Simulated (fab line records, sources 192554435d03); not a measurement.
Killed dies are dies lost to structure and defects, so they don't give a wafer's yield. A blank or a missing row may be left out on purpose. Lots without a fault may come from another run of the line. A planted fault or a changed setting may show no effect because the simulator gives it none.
Problem report in the 8D (eight disciplines) form, filled by code | flow n5_finfet | the parts of the form that need people (team, actions taken, sign-off) are left out

1. THE PROBLEM
h2_flow_sccm at N5_BEOL_M8_ETCH_72 reads a mean of 180.0 sccm on 9 wafers of 3 lots; wafers without a fault read 200.0 sccm with a standard deviation of 0.58. That is -35 standard deviations from the usual mean.
The step: etches underlayer in N2/H2, target depth 6.5 nm, time 5.2 s.
First seen on wafer L501.2, day 15 13:44, on rie_diel-05. The record holds 27 wafers of 9 lots with a number at this step. Rule for "out", or "out of limits": more than 4 standard deviations from the usual mean. The other wafers with a number count as sound.

2. WHAT IT IS AND WHAT IT IS NOT
question                    | is                     | is not
which readings at this step | h2_flow_sccm           | drypump_motor_current_A, rf_vpp_V
which lots                  | L501, L502, L503       | L491, L497, L498, L499, L500, L509
which wafers of those lots  | all that have a number | -
read on which tools         | rie_diel-05            | rie_diel-02, rie_diel-04
when                        | from day 15 13:44      | up to then (12 sound wafers); but 6 sound wafers of L491, L509 came after

3. SUSPECTS, AND WHAT RULES EACH OUT
Counting: a tool at a process step up to the reading stays a suspect if it ran every lot that is out and no sound lot after the first of them.
- rie_diel-05 at N5_BEOL_M8_ETCH_72 (etches underlayer in N2/H2, target depth 6.5 nm, time 5.2 s): kept. It ran every lot that is out, first L501 (day 15 13:44), and no sound lot after that; its last sound lot up to then is L500 (day 15 07:20). Its own readings are out on those wafers: h2_flow_sccm.
Left after counting: rie_diel-05 at N5_BEOL_M8_ETCH_72.

4. THE CAUSE (what the simulator had put in)
Process parameter drift: rie_diel-05, from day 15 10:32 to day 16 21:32, at N5_BEOL_M8_ETCH_72. Setting h2_flow_sccm, moved by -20, from 200. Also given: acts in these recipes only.
Counting left only this tool.

5. THE CHAIN OF EFFECTS, in route order
Each row: a reading whose mean over the struck wafers that have a number lies more than 3 standard deviations from the usual. Only readings for which the record gives a usual standard deviation are gone through. hours: the time from each lot's start at the first step in this table that gives one to its start at this step, as a median over the lots. sigmas: the change in usual standard deviations.
hours | step               | reading      | usual      | on struck wafers | change | sigmas
0     | N5_BEOL_M8_ETCH_72 | h2_flow_sccm | 200.0 sccm | 180.0            | -20.0  | -35
The process steps in it:
- N5_BEOL_M8_ETCH_72: etches underlayer in N2/H2, target depth 6.5 nm, time 5.2 s.

6. WHAT WOULD HAVE CAUGHT IT SOONER
In this record the first reading out of limits was taken at day 15 13:44, 3 hours after the fault began at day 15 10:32.
